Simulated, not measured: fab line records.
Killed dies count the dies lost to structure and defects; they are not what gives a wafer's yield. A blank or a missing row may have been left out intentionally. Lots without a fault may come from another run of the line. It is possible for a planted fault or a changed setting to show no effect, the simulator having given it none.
fab line records | flow n5-finfet
record lots=7 | wafers=21
route steps=1938 shown SD_EPI_P@321 SD_ACTIVATION@330 SDB@365 HKMG_FIN@428 GATE_CUT@510 MOL_CONTACT_COAG@519
start-h: the number of hours between the record's first day and the start of the first shown wafer of the lot | wait-h: hours from the lot's prior step to this one | " identical to the entry in the row above | L1.1+2: one row covering several wafers at once | - no value present, or no start provided | * or withheld: withheld | < > ~ a bound
route shown NAME@n: names a module that has steps shown in the file, with the first one's number in the route | usual: mean/standard deviation taken from wafers without a fault | same: alike in all rows | chamber/n: place in a boat | sites: each site's reading | _std_site: the standard deviation of these | _edge_site: inner sites' mean taken away from outer sites' mean | radius-mm: how far each site lies from the wafer's centre | mask NAME#n: copy n | behind: the most recent tool/chamber to have shaped the wafer | hold: what put the lot on hold/how long, in hours/how the hold closed | device: which transistor (n, p or np) failed to switch | end of line: tests run on the same wafers once the route is complete | a step with no rows: only its recipe | killed: the dies lost at the first sort to structure and to defects; this is not the yield of the wafer | map: a wafer's dies, x killed, . not, _ none there
set.NAME: the setting that was run; set.NAME@STEP: the one run at that earlier step | model.NAME: the simulator's own value behind a step, which no gauge read
lots whose settings were changed on purpose; a table a step, a row a wafer
## steps
# step N5_SD_EPI_P_EPI_21
# recipe material=SiGe:B | dopant=B | temp-c=550 | pressure-torr=20 | ambient=H2 | time-s=355
lot.wafer  | tool         | chamber | start-h | wait-h | set.temp-c | model.SiGe-B_of_SD_EPI_P_EPI_21.thk-nm
L078.2     | epi-rpcvd-04 | 0       | 78.68   | 0.5    | 550        | 60.6
L078.3     | "            | 0       | "       | "      | 550        | 61.2
L078.4     | "            | 0       | "       | "      | 550        | 62.2
L079.3     | epi-rpcvd-02 | 0       | 89.00   | 1.1    | 550        | 60.4
L079.4     | "            | 0       | "       | "      | 550        | 60.8
L079.6     | "            | 0       | "       | "      | 546.6      | 56.4
L085.2     | epi-rpcvd-02 | 0       | 123.53  | 0.5    | 552.4      | 61.8
L085.3+6   | "            | 0       | "       | "      | 550        | 60.2
L088.2+3   | epi-rpcvd-02 | 0       | 142.37  | 0.5    | 546.9      | 56.6
L088.5     | "            | 0       | 143.45  | 1.5    | 546.9      | 56.2
L089.1     | epi-rpcvd-04 | 0       | 149.66  | 0.1    | 551.1      | 63
L089.3     | "            | 0       | "       | "      | 550        | 62.4
L089.5     | "            | 0       | "       | "      | 550        | 61.8
L090.3+5+6 | epi-rpcvd-02 | 0       | 153.76  | 0.8    | 550        | 61.8
L093.2     | epi-rpcvd-01 | 0       | 170.62  | 0.6    | 550        | 61.2
L093.3+5   | "            | 0       | "       | "      | 550        | 61
# step N5_SD_EPI_P_HM_STRIP_48
# recipe chemistry=H3PO4 | temp-c=160 | material=SiNx | target=SiNx | target-depth-a=30 | overetch-fraction=0.3
# step N5_SD_EPI_P_SRD_49
# recipe dry=ipa-marangoni | time-s=30 | temp-c=23 | rinse-liquid=diw
# step N5_SD_EPI_P_PRECLEAN_24
# recipe chemistry=O3/DIW | time-s=45 | temp-c=22 | o3-ppm=10
lot.wafer | tool         | chamber | start-h | wait-h | set.temp-c@SD_EPI_P_EPI_21 | model.SiGe-B_of_SD_EPI_P_EPI_21.thk-nm
L078.2    | wet-bench-05 | 4       | 80.62   | 0.0    | 550                        | 60.2
L078.3    | "            | 0       | "       | "      | 550                        | 60.8
L078.4    | "            | 2       | "       | "      | 550                        | 61.6
L079.3    | wet-bench-05 | 4       | 91.06   | 0.0    | 550                        | 60
L079.4    | "            | 1       | "       | "      | 550                        | 60.2
L079.6    | "            | 7       | "       | "      | 546.6                      | 56
L085.2    | wet-bench-02 | 0       | 125.50  | 0.0    | 552.4                      | 61.4
L085.3+6  | "            | 7,3     | "       | "      | 550                        | 59.8
L088.2    | wet-bench-03 | 1       | 144.31  | 0.0    | 546.9                      | 56
L088.3    | "            | 0       | "       | "      | 546.9                      | 56.2
L088.5    | "            | 4       | "       | "      | 546.9                      | 55.8
L089.1    | wet-bench-03 | 2       | 151.96  | 0.0    | 551.1                      | 62.6
L089.3    | "            | 1       | "       | "      | 550                        | 61.8
L089.5    | "            | 7       | "       | "      | 550                        | 61.2
L090.3+6  | wet-bench-03 | 3,0     | 155.34  | 0.0    | 550                        | 61.4
L090.5    | "            | 7       | "       | "      | 550                        | 61.2
L093.2    | wet-bench-02 | 3       | 173.19  | 0.0    | 550                        | 60.8
L093.3    | "            | 7       | "       | "      | 550                        | 60.4
L093.5    | "            | 0       | "       | "      | 550                        | 60.6
# step N5_SD_EPI_P_PRECLEAN_32
# recipe chemistry=dHF | time-s=10 | dilution=500:1 | temp-c=25
# step N5_SD_EPI_P_PRECLEAN_33
# recipe chemistry=SC2 | time-s=45 | temp-c=35 | mix=1:1:50
# step N5_SD_ACTIVATION_RTA_00
# recipe temp-c=975 | time-s=0 | ambient=N2 | idle-temp-c=600 | ramp-up-c-per-s=150 | ramp-down-c-per-s=60 | cool-to-c=600
# step N5_SD_ACTIVATION_LSA_01
# recipe temp-c=1080 | time-s=0.0008 | ambient=N2
# step N5_SD_ACTIVATION_RS_MEAS_03
# recipe thk-meas-gauge=four-point-probe
# usual RS_SD_N=21.94/0.27 | RS_SD_P=56.0/0.7
lot.wafer | tool          | chamber | start-h | wait-h | set.temp-c@SD_EPI_P_EPI_21 | RS_SD_N[ohm/sq] | RS_SD_P[ohm/sq]
L078.2    | film-metro-02 | -       | 81.14   | 0.2    | 550                        | 22.42           | 55.5
L078.3    | "             | -       | "       | "      | 550                        | 22.19           | 54.3
L078.4    | "             | -       | "       | "      | 550                        | 21.63           | 53.8
L079.3    | film-metro-01 | -       | 91.80   | 0.2    | 550                        | 21.95           | 56.5
L079.4    | "             | -       | "       | "      | 550                        | 21.94           | 56.0
L079.6    | "             | -       | "       | "      | 546.6                      | 21.95           | 61.3
L085.2    | film-metro-02 | -       | 126.02  | 0.2    | 552.4                      | 21.95           | 54.9
L085.3    | "             | -       | "       | "      | 550                        | 22.05           | 56.6
L085.6    | "             | -       | "       | "      | 550                        | 22.10           | 56.3
L088.2    | film-metro-02 | -       | 144.83  | 0.2    | 546.9                      | 21.77           | 60.5
L088.3    | "             | -       | "       | "      | 546.9                      | 21.95           | 60.5
L088.5    | "             | -       | "       | "      | 546.9                      | 21.89           | 60.8
L089.1    | film-metro-02 | -       | 152.54  | 0.2    | 551.1                      | 21.87           | 54.1
L089.3    | "             | -       | "       | "      | 550                        | 21.94           | 55.0
L089.5    | "             | -       | "       | "      | 550                        | 21.92           | 54.9
L090.3    | film-metro-02 | -       | 155.88  | 0.2    | 550                        | 22.02           | 55.3
L090.5    | "             | -       | "       | "      | 550                        | 22.07           | 55.2
L090.6    | "             | -       | "       | "      | 550                        | 22.17           | 55.5
L093.2    | film-metro-01 | -       | 173.86  | 0.2    | 550                        | 21.86           | 55.8
L093.3    | "             | -       | "       | "      | 550                        | 22.10           | 56.1
L093.5    | "             | -       | "       | "      | 550                        | 21.92           | 56.2
# step N5_SDB_STRIP_22
# recipe chemistry=N2/H2 | power-w=1000 | temp-c=250 | h2-frac=0.65 | overash-fraction=0.3 | pressure-mtorr=withheld | n2-flow-sccm=1750 | h2-flow-sccm=3250
# usual oes-product-au=0.714/0.0046 | strip-time-to-endpoint-s=96.4/0.32
lot.wafer | tool            | chamber | start-h | wait-h | set.power-w | oes-product-au | strip-time-to-endpoint-s
L078.2    | plasma-asher-01 | 1       | 89.41   | 0.1    | 1000        | 0.716          | 95.8
L078.3    | "               | 1       | "       | "      | 1000        | 0.713          | 96.3
L078.4    | "               | 0       | "       | "      | 886.8       | 0.691          | 101.9
L079.3    | plasma-asher-01 | 0       | 99.65   | 0.1    | 1000        | 0.714          | 96.7
L079.4    | "               | 1       | "       | "      | 890.8       | 0.685          | 101.7
L079.6    | "               | 0       | "       | "      | 1000        | 0.712          | 96.7
L085.2    | plasma-asher-02 | 1       | 133.52  | 0.1    | 1000        | 0.713          | 96.0
L085.3    | "               | 0       | "       | "      | 1000        | 0.715          | 95.9
L085.6    | "               | 0       | "       | "      | 1000        | 0.715          | 96.2
L088.2    | plasma-asher-01 | 0       | 152.51  | 0.1    | 849.5       | 0.676          | 104.2
L088.3    | "               | 1       | "       | "      | 1000        | 0.714          | 96.8
L088.5    | "               | 0       | "       | "      | 1000        | 0.713          | 96.5
L089.1    | plasma-asher-02 | 1       | 160.24  | 0.1    | 929.3       | 0.701          | 99.4
L089.3    | "               | 1       | "       | "      | 929.3       | 0.698          | 99.6
L089.5    | "               | 1       | "       | "      | 1000        | 0.717          | 96.1
L090.3    | plasma-asher-02 | 0       | 163.39  | 0.1    | 946.6       | 0.701          | 99.0
L090.5    | "               | 1       | "       | "      | 1000        | 0.709          | 96.5
L090.6    | "               | 0       | "       | "      | 946.6       | 0.703          | 98.7
L093.2    | plasma-asher-02 | 1       | 181.31  | 0.1    | 1000        | 0.713          | 96.5
L093.3    | "               | 1       | "       | "      | 1000        | 0.715          | 96.2
L093.5    | "               | 0       | "       | "      | 1000        | 0.711          | 96.4
# step N5_HKMG_FIN_PEB_10
# recipe peb-temp-c=withheld | peb-time-s=60 | resist=CAR-ArF
lot.wafer  | tool           | chamber | start-h | wait-h | set.peb-time-s
L078.2     | litho-track-04 | 0       | 101.26  | 0.0    | 60
L078.3+4   | "              | 0       | "       | "      | 55.59
L079.3+6   | litho-track-02 | 0       | 108.53  | 0.0    | 60
L079.4     | "              | 0       | "       | "      | 69.54
L085.2+3+6 | litho-track-05 | 0       | 142.40  | 0.0    | 60
L088.2+3+5 | litho-track-05 | 0       | 161.43  | 0.0    | 60
L089.1+5   | litho-track-05 | 0       | 168.64  | 0.1    | 60
L089.3     | "              | 0       | "       | "      | 71.55
L090.3     | litho-track-04 | 0       | 172.56  | 0.0    | 64.94
L090.5+6   | "              | 0       | "       | "      | 60
L093.2+3+5 | litho-track-05 | 0       | 192.66  | 0.0    | 60
# step N5_HKMG_FIN_DEVELOP_11
# recipe develop-time-s=30 | developer=TMAH | resist=CAR-ArF | dev-temp-c=23 | rinse-liquid=diw | dry=air-spin
# step N5_HKMG_FIN_CD_MEAS_12
# recipe target-cd-nm=92.8 | landing-energy-ev=500 | detector=se-inlens
# usual cd-nm=93.0/0.53
lot.wafer | tool      | chamber | start-h | wait-h | set.peb-time-s@HKMG_FIN_PEB_10 | cd-nm
L078.2    | cd-sem-01 | 0       | 101.33  | -      | 60                             | 93.2
L078.3    | "         | 0       | "       | "      | 55.59                          | 90.6
L078.4    | "         | 0       | "       | "      | 55.59                          | 90.6
L079.3    | cd-sem-02 | 0       | 108.60  | -      | 60                             | 92.5
L079.4    | "         | 0       | "       | "      | 69.54                          | 97.4
L079.6    | "         | 0       | "       | "      | 60                             | 93.1
L085.2    | cd-sem-02 | 0       | 142.47  | -      | 60                             | 93.3
L085.3    | "         | 0       | "       | "      | 60                             | 92.8
L085.6    | "         | 0       | "       | "      | 60                             | 92.9
L088.2    | cd-sem-03 | 0       | 161.50  | -      | 60                             | 92.9
L088.3    | "         | 0       | "       | "      | 60                             | 93.4
L088.5    | "         | 0       | "       | "      | 60                             | 93.0
L089.1    | cd-sem-03 | 0       | 168.71  | -      | 60                             | 93.9
L089.3    | "         | 0       | "       | "      | 71.55                          | 98.4
L089.5    | "         | 0       | "       | "      | 60                             | 93.7
L090.3    | cd-sem-01 | 0       | 172.63  | -      | 64.94                          | 95.7
L090.5    | "         | 0       | "       | "      | 60                             | 93.0
L090.6    | "         | 0       | "       | "      | 60                             | 93.6
L093.2    | cd-sem-01 | 0       | 192.73  | -      | 60                             | 93.0
L093.3    | "         | 0       | "       | "      | 60                             | 92.9
L093.5    | "         | 0       | "       | "      | 60                             | 93.3
# step N5_HKMG_FIN_ETCH_35
# recipe chemistry=N2/H2 | target=SOC | target-depth-a=2158 | ion-energy-ev=65 | bias-w=5 | source-w=3000 | time-s=243.4 | pressure-mtorr=30 | n2-flow-sccm=200 | h2-flow-sccm=200
lot.wafer | tool        | chamber | start-h | wait-h | set.source-w | model.HKMG_FIN.feature-depth-nm | model.SOC_of_HKMG_FIN_COAT_29.thk-nm | model.etch.depth-nm
L078.2    | rie-diel-05 | 1       | 101.71  | 0.0    | 3000         | 210                             | 89                                   | 209.9
L078.3    | "           | 0       | "       | "      | 3000         | 211.6                           | 88.2                                 | 211.5
L078.4    | "           | 2       | "       | "      | 3000         | 212.6                           | 86.4                                 | 212.6
L079.3    | rie-diel-04 | 1       | 109.08  | 0.0    | 3312         | 239.8                           | 60.8                                 | 239.7
L079.4    | "           | 3       | "       | "      | 3000         | 214.4                           | 86.8                                 | 214.4
L079.6    | "           | 3       | "       | "      | 3000         | 215.2                           | 85.4                                 | 215.2
L085.2    | rie-diel-01 | 2       | 142.95  | 0.0    | 3000         | 211                             | 89                                   | 211
L085.3    | "           | 0       | "       | "      | 3000         | 213.8                           | 85.8                                 | 213.9
L085.6    | "           | 2       | "       | "      | 3000         | 209.4                           | 90.4                                 | 209.4
L088.2    | rie-diel-05 | 2       | 161.89  | 0.0    | 3287         | 231                             | 68.8                                 | 231.1
L088.3    | "           | 0       | "       | "      | 3000         | 209                             | 90.4                                 | 209
L088.5    | "           | 1       | "       | "      | 3287         | 228.8                           | 70.4                                 | 228.7
L089.1    | rie-diel-04 | 2       | 169.64  | 0.0    | 2640         | 192.4                           | 107                                  | 192.5
L089.3    | "           | 3       | "       | "      | 3000         | 213.4                           | 86.4                                 | 213.5
L089.5    | "           | 3       | "       | "      | 2640         | 192.8                           | 107.2                                | 192.8
L090.3    | rie-diel-01 | 3       | 173.01  | 0.0    | 3000         | 216.8                           | 83.6                                 | 216.7
L090.5    | "           | 2       | "       | "      | 3000         | 214.6                           | 85.2                                 | 214.6
L090.6    | "           | 1       | "       | "      | 2844         | 207.6                           | 92.4                                 | 207.6
L093.2    | rie-diel-04 | 3       | 193.12  | 0.0    | 3000         | 214                             | 86.2                                 | 214
L093.3    | "           | 0       | "       | "      | 3000         | 210                             | 89                                   | 209.9
L093.5    | "           | 1       | "       | "      | 3000         | 219.6                           | 79.6                                 | 219.7
# step N5_GATE_CUT_ALD_22
# recipe material=SiNx | target-thk-a=160 | temp-c=400 | ald-precursor-family=SiH2I2 | ald-co-reactant=N2/H2-plasma | pulse-time-s=1 | ald-cycles=320 | purge-time-s=2 | co-reactant-purge-time-s=2 | pressure-torr=2
lot.wafer  | tool       | chamber | start-h | wait-h | set.ald-cycles | model.SiNx_of_GATE_CUT_ALD_22.thk-nm
L078.2     | ald-sin-03 | 0       | 110.72  | 0.1    | 276            | 13.8
L078.3     | "          | 1       | "       | "      | 276            | 14
L078.4     | "          | 3       | "       | "      | 320            | 16
L079.3+4   | ald-sin-03 | 1,3     | 118.84  | 0.3    | 336            | 16.8
L079.6     | "          | 3       | "       | "      | 320            | 16
L085.2+3+6 | ald-sin-04 | 2,0,0   | 151.78  | 0.0    | 320            | 16
L088.2+5   | ald-sin-04 | 3,0     | 171.16  | 0.0    | 320            | 16
L088.3     | "          | 2       | "       | "      | 302            | 15.2
L089.1+3+5 | ald-sin-04 | 2,1,0   | 179.26  | 0.4    | 320            | 16
L090.3+5+6 | ald-sin-03 | 3,2,1   | 184.16  | 1.5    | 320            | 16
L093.2+3+5 | ald-sin-03 | 1,0,1   | 201.94  | 0.0    | 320            | 16
# step N5_MOL_CONTACT_COAG_COAT_58
# recipe resist=underlayer | temp-c=205 | time-s=60 | spin-rpm=1500 | resist-thk-nm=10
lot.wafer  | tool           | chamber | start-h | wait-h | set.spin-rpm | model.underlayer_of_MOL_CONTACT_COAG_COAT_58.thk-nm
L078.2+4   | litho-track-02 | 0       | -       | -      | 1559         | 9.8
L078.3     | "              | 0       | "       | "      | 1500         | 10
L079.3+6   | litho-track-03 | 0       | -       | -      | 1500         | 10
L079.4     | "              | 0       | "       | "      | 1617         | 9.6
L085.2     | litho-track-04 | 0       | -       | -      | 1613         | 9.6
L085.3+6   | "              | 0       | "       | "      | 1500         | 10
L088.2+3   | litho-track-04 | 0       | -       | -      | 1614         | 9.6
L088.5     | "              | 0       | "       | "      | 1500         | 10
L089.1     | litho-track-03 | 0       | -       | -      | 1342         | 10.6
L089.3+5   | "              | 0       | "       | "      | 1500         | 10
L090.3+5+6 | litho-track-02 | 0       | -       | -      | 1500         | 10
L093.2+3+5 | litho-track-02 | 0       | -       | -      | 1500         | 10
# step N5_MOL_CONTACT_COAG_COAT_02
# recipe resist=CAR-EUV | spin-rpm=1500 | resist-thk-nm=30
# step N5_MOL_CONTACT_COAG_EBR_04
# recipe solvent=PGMEA | ebr-width-mm=1.5
# step N5_MOL_CONTACT_COAG_DESCUM_13
# recipe chemistry=O2 | time-s=7 | source-power-w=50 | bias-power-w=20 | pressure-mtorr=20 | rf-frequency-hz=2.712e+07 | temp-c=40 | resist=CAR-EUV | o2-flow-sccm=225
# step N5_MOL_CONTACT_COAG_ETCH_59
# recipe chemistry=N2/H2 | target=underlayer | target-depth-a=130 | mask-material=CAR-EUV | time-s=10.4 | ion-energy-ev=200 | pressure-mtorr=30 | source-w=840 | bias-w=150 | n2-flow-sccm=200 | h2-flow-sccm=200 | ends=cleared
# usual etch-rf-on-time-s=10.48/0.13
lot.wafer | tool        | chamber | start-h | wait-h | set.spin-rpm@MOL_CONTACT_COAG_COAT_58 | etch-rf-on-time-s | model.CAR-EUV_of_MOL_CONTACT_COAG_COAT_02.thk-nm | model.etch.depth-nm
L078.2    | rie-diel-05 | 0       | 115.31  | 0.0    | 1559                                  | 10.57             | 14.8                                             | 9.852
L078.3    | "           | 3       | "       | "      | 1500                                  | 10.39             | 14.6                                             | 10.02
L078.4    | "           | 2       | "       | "      | 1559                                  | 10.33             | 14.8                                             | 9.848
L079.3    | rie-diel-04 | 1       | 122.34  | 0.0    | 1500                                  | 10.21             | 14.6                                             | 10.01
L079.4    | "           | 3       | "       | "      | 1617                                  | 10.05             | 15                                               | 9.633
L079.6    | "           | 2       | "       | "      | 1500                                  | 10.42             | 14.6                                             | 10.01
L085.2    | rie-diel-01 | 2       | 155.19  | 0.0    | 1613                                  | 10.07             | 15                                               | 9.643
L085.3    | "           | 3       | "       | "      | 1500                                  | 10.40             | 14.6                                             | 10.03
L085.6    | "           | 1       | "       | "      | 1500                                  | 10.32             | 14.6                                             | 10.02
L088.2    | rie-diel-01 | 3       | 174.27  | 0.0    | 1614                                  | 10.10             | 15                                               | 9.661
L088.3    | "           | 2       | "       | "      | 1614                                  | 10.15             | 15                                               | 9.679
L088.5    | "           | 2       | "       | "      | 1500                                  | 10.52             | 14.6                                             | 10.04
L089.1    | rie-diel-01 | 2       | 182.24  | 0.0    | 1342                                  | 11.17             | 14.2                                             | 10.61
L089.3    | "           | 1       | "       | "      | 1500                                  | 10.41             | 14.6                                             | 10.01
L089.5    | "           | 0       | "       | "      | 1500                                  | 10.45             | 14.8                                             | 10.01
L090.3    | rie-diel-04 | 3       | 187.48  | 0.0    | 1500                                  | 10.43             | 14.6                                             | 9.95
L090.5    | "           | 3       | "       | "      | 1500                                  | 10.39             | 14.8                                             | 9.992
L090.6    | "           | 0       | "       | "      | 1500                                  | 10.52             | 14.6                                             | 9.974
L093.2    | rie-diel-05 | 0       | 205.44  | 0.0    | 1500                                  | 10.66             | 14.8                                             | 9.979
L093.3    | "           | 1       | "       | "      | 1500                                  | 10.44             | 14.8                                             | 9.971
L093.5    | "           | 0       | "       | "      | 1500                                  | 10.59             | 14.8                                             | 9.98
# step N5_MOL_CONTACT_COAG_ETCH_105
# recipe chemistry=CF4 | target=SiARC | target-depth-a=156 | mask-material=CAR-EUV | time-s=26 | ion-energy-ev=80 | pressure-mtorr=40 | source-w=545 | bias-w=36 | Ar_flow_sccm=100 | cf4-flow-sccm=100 | ends=cleared
lot.wafer | tool        | chamber | start-h | wait-h | set.spin-rpm@MOL_CONTACT_COAG_COAT_58 | model.CAR-EUV_of_MOL_CONTACT_COAG_COAT_02.thk-nm
L078.2+4  | rie-diel-05 | 0,2     | 115.33  | 0.0    | 1559                                  | 5.6
L078.3    | "           | 3       | "       | "      | 1500                                  | 5.4
L079.3+6  | rie-diel-04 | 1,2     | 122.36  | 0.0    | 1500                                  | 5.4
L079.4    | "           | 3       | "       | "      | 1617                                  | 5.8
L085.2    | rie-diel-01 | 2       | 155.21  | 0.0    | 1613                                  | 5.8
L085.3    | "           | 3       | "       | "      | 1500                                  | 5.2
L085.6    | "           | 1       | "       | "      | 1500                                  | 5.4
L088.2+3  | rie-diel-01 | 3,2     | 174.28  | 0.0    | 1614                                  | 5.8
L088.5    | "           | 2       | "       | "      | 1500                                  | 5.4
L089.1    | rie-diel-01 | 2       | 182.26  | 0.0    | 1342                                  | 5
L089.3+5  | "           | 1,0     | "       | "      | 1500                                  | 5.4
L090.3+6  | rie-diel-04 | 3,0     | 187.50  | 0.0    | 1500                                  | 5.4
L090.5    | "           | 3       | "       | "      | 1500                                  | 5.6
L093.2+5  | rie-diel-05 | 0       | 205.46  | 0.0    | 1500                                  | 5.6
L093.3    | "           | 1       | "       | "      | 1500                                  | 5.8
# step N5_MOL_CONTACT_COAG_ALD_123
# recipe material=SiNx | target-thk-a=50 | temp-c=400 | ald-precursor-family=SiH2I2 | ald-co-reactant=N2/H2-plasma | pulse-time-s=1 | purge-time-s=2 | co-reactant-purge-time-s=2 | ald-cycles=100 | pressure-torr=2
lot.wafer  | tool       | chamber | start-h | wait-h | set.ald-cycles | model.SiNx_of_MOL_CONTACT_COAG_ALD_123.thk-nm
L078.2+4   | ald-sin-04 | 2,3     | 121.95  | 0.0    | 91             | 4.6
L078.3     | "          | 0       | "       | "      | 100            | 5
L079.3+4+6 | ald-sin-01 | 1,0,0   | 132.62  | 0.6    | 100            | 5
L085.2+6   | ald-sin-01 | 1,2     | 166.89  | 0.6    | 104            | 5.2
L085.3     | "          | 0       | "       | "      | 100            | 5
L088.2+3+5 | ald-sin-03 | 1,3,0   | 186.60  | 3.7    | 100            | 5
L089.1+5   | ald-sin-01 | 3,2     | 192.84  | 0.7    | 100            | 5
L089.3     | "          | 1       | "       | "      | 93             | 4.6
L090.3     | ald-sin-03 | 0       | 197.52  | 0.1    | 100            | 5
L090.5+6   | "          | 0,3     | "       | "      | 89             | 4.4
L093.2+3+5 | ald-sin-01 | 3,1,0   | 211.68  | 0.0    | 100            | 5
# step N5_MOL_CONTACT_COAG_PECVD_31
# recipe material=SiO2 | target-thk-a=460 | temp-c=400 | precursor=TEOS/O2 | pressure-torr=6.5 | rf-w=withheld | teos-flow-sccm=withheld | gas=O2 | flow-sccm=2650 | time-s=8.9
lot.wafer | tool     | chamber | start-h | wait-h | set.temp-c | model.SiO2_of_MOL_CONTACT_COAG_PECVD_31.thk-nm
L078.2    | pecvd-04 | 1       | 122.47  | 0.3    | 391.4      | 46.8
L078.3    | "        | 0       | "       | "      | 391.4      | 47.2
L078.4    | "        | 0       | "       | "      | 391.4      | 48.2
L079.3+4  | pecvd-01 | 0,1     | 133.14  | 0.3    | 400        | 45.6
L079.6    | "        | 2       | "       | "      | 400        | 45.8
L085.2    | pecvd-04 | 2       | 167.40  | 0.3    | 417.2      | 40.2
L085.3    | "        | 0       | "       | "      | 400        | 45.6
L085.6    | "        | 1       | "       | "      | 400        | 45.2
L088.2    | pecvd-01 | 1       | 187.10  | 0.3    | 400        | 45.4
L088.3+5  | "        | 0       | "       | "      | 400        | 46
L089.1    | pecvd-01 | 2       | 193.34  | 0.3    | 400        | 45.6
L089.3    | "        | 1       | "       | "      | 400        | 45.2
L089.5    | "        | 2       | "       | "      | 394.8      | 47.8
L090.3    | pecvd-02 | 1       | 198.03  | 0.3    | 400        | 45.4
L090.5    | "        | 0       | "       | "      | 382.5      | 50.6
L090.6    | "        | 1       | "       | "      | 382.5      | 49.8
L093.2    | pecvd-01 | 0       | 212.18  | 0.3    | 400        | 45.2
L093.3    | "        | 1       | "       | "      | 400        | 46
L093.5    | "        | 1       | "       | "      | 400        | 46.8
# step N5_MOL_CONTACT_COAG_COAT_75
# recipe resist=SOC | temp-c=250 | time-s=60 | spin-rpm=1500 | resist-thk-nm=60
# step N5_MOL_CONTACT_COAG_COAT_76
# recipe resist=SiARC | temp-c=220 | time-s=60 | spin-rpm=1500 | resist-thk-nm=10
# step N5_MOL_CONTACT_COAG_ETCHBACK_135
# recipe chemistry=CHF3 | target=SiO2 | target-depth-a=250 | time-s=16.7 | ion-energy-ev=200 | pressure-mtorr=30 | source-w=610 | bias-w=170 | Ar_flow_sccm=200 | CHF3_flow_sccm=50
# step N5_MOL_CONTACT_COAG_STRIP_118
# recipe chemistry=CHF3 | resist=SiARC | rf-frequency-hz=6e+07
# step N5_MOL_CONTACT_COAG_VIA_ETCH_46
# recipe chemistry=C4F6/O2 | target-depth-a=460 | overetch-a=92 | mask-material=SOC | target=SiO2 | bias-w=455 | pressure-mtorr=10 | time-s=40 | source-w=325 | Ar_flow_sccm=300 | C4F6_flow_sccm=10 | O2_flow_sccm=10 | ion-energy-ev=575.3 | ends=end-point
lot.wafer | tool        | chamber | start-h | wait-h | set.temp-c@MOL_CONTACT_COAG_PECVD_31 | model.etch.depth-nm
L078.2    | rie-diel-04 | 1       | 123.42  | 0.0    | 391.4                                | 46.75
L078.3    | "           | 3       | "       | "      | 391.4                                | 47.24
L078.4    | "           | 2       | "       | "      | 391.4                                | 48.29
L079.3    | rie-diel-04 | 0       | 134.38  | 0.0    | 400                                  | 45.56
L079.4    | "           | 1       | "       | "      | 400                                  | 45.52
L079.6    | "           | 2       | "       | "      | 400                                  | 45.88
L085.2    | rie-diel-01 | 2       | 168.46  | 0.0    | 417.2                                | 40.13
L085.3    | "           | 1       | "       | "      | 400                                  | 45.68
L085.6    | "           | 2       | "       | "      | 400                                  | 45.15
L088.2    | rie-diel-05 | 2       | 190.05  | 0.0    | 400                                  | 45.32
L088.3    | "           | 0       | "       | "      | 400                                  | 45.93
L088.5    | "           | 2       | "       | "      | 400                                  | 46.03
L089.1    | rie-diel-05 | 3       | 194.60  | 0.0    | 400                                  | 45.64
L089.3    | "           | 1       | "       | "      | 400                                  | 45.25
L089.5    | "           | 2       | "       | "      | 394.8                                | 47.82
L090.3    | rie-diel-05 | 0       | 199.60  | 0.0    | 400                                  | 45.34
L090.5    | "           | 3       | "       | "      | 382.5                                | 50.58
L090.6    | "           | 0       | "       | "      | 382.5                                | 49.88
L093.2    | rie-diel-05 | 1       | 213.47  | 0.0    | 400                                  | 45.23
L093.3    | "           | 2       | "       | "      | 400                                  | 45.97
L093.5    | "           | 0       | "       | "      | 400                                  | 46.74
## key
split step=N5_SD_EPI_P_EPI_21 | setting=temp-c | stated=550 | by=wafer
response step=N5_SD_EPI_P_EPI_21 | reading=model.SiGe-B_of_SD_EPI_P_EPI_21.thk-nm | change=+5.67 | per=1% | r=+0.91
response step=N5_SD_EPI_P_PRECLEAN_24 | reading=model.SiGe-B_of_SD_EPI_P_EPI_21.thk-nm | change=+5.64 | per=1% | r=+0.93
response step=N5_SD_ACTIVATION_RS_MEAS_03 | reading=RS_SD_P | change=-6.43 | per=1% | r=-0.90
split step=N5_SDB_STRIP_22 | setting=power-w | stated=1000 | by=wafer
response step=N5_SDB_STRIP_22 | reading=oes-product-au | change=+0.00235 | per=1% | r=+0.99
response step=N5_SDB_STRIP_22 | reading=strip-time-to-endpoint-s | change=* | per=1% | r=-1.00
split step=N5_HKMG_FIN_PEB_10 | setting=peb-time-s | stated=60 | by=wafer
response step=N5_HKMG_FIN_CD_MEAS_12 | reading=cd-nm | change=+0.268 | per=1% | r=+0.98
split step=N5_HKMG_FIN_ETCH_35 | setting=source-w | stated=3000 | by=wafer
response step=N5_HKMG_FIN_ETCH_35 | reading=model.HKMG_FIN.feature-depth-nm | change=+2.03 | per=1% | r=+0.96
response step=N5_HKMG_FIN_ETCH_35 | reading=model.SOC_of_HKMG_FIN_COAT_29.thk-nm | change=-2.03 | per=1% | r=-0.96
response step=N5_HKMG_FIN_ETCH_35 | reading=model.etch.depth-nm | change=+2.03 | per=1% | r=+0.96
split step=N5_GATE_CUT_ALD_22 | setting=ald-cycles | stated=320 | by=wafer
response step=N5_GATE_CUT_ALD_22 | reading=model.SiNx_of_GATE_CUT_ALD_22.thk-nm | change=+0.152 | per=1% | r=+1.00
split step=N5_MOL_CONTACT_COAG_COAT_58 | setting=spin-rpm | stated=1500 | by=wafer
response step=N5_MOL_CONTACT_COAG_COAT_58 | reading=model.underlayer_of_MOL_CONTACT_COAG_COAT_58.thk-nm | change=-0.0539 | per=1% | r=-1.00
response step=N5_MOL_CONTACT_COAG_ETCH_59 | reading=etch-rf-on-time-s | change=* | per=1% | r=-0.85
response step=N5_MOL_CONTACT_COAG_ETCH_59 | reading=model.CAR-EUV_of_MOL_CONTACT_COAG_COAT_02.thk-nm | change=+0.0505 | per=1% | r=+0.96
response step=N5_MOL_CONTACT_COAG_ETCH_59 | reading=model.etch.depth-nm | change=-0.0519 | per=1% | r=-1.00
response step=N5_MOL_CONTACT_COAG_ETCH_105 | reading=model.CAR-EUV_of_MOL_CONTACT_COAG_COAT_02.thk-nm | change=+0.0495 | per=1% | r=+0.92
split step=N5_MOL_CONTACT_COAG_ALD_123 | setting=ald-cycles | stated=100 | by=wafer
response step=N5_MOL_CONTACT_COAG_ALD_123 | reading=model.SiNx_of_MOL_CONTACT_COAG_ALD_123.thk-nm | change=+0.0517 | per=1% | r=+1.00
split step=N5_MOL_CONTACT_COAG_PECVD_31 | setting=temp-c | stated=400 | by=wafer
response step=N5_MOL_CONTACT_COAG_PECVD_31 | reading=model.SiO2_of_MOL_CONTACT_COAG_PECVD_31.thk-nm | change=-1.18 | per=1% | r=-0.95
response step=N5_MOL_CONTACT_COAG_VIA_ETCH_46 | reading=model.etch.depth-nm | change=-1.2 | per=1% | r=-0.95
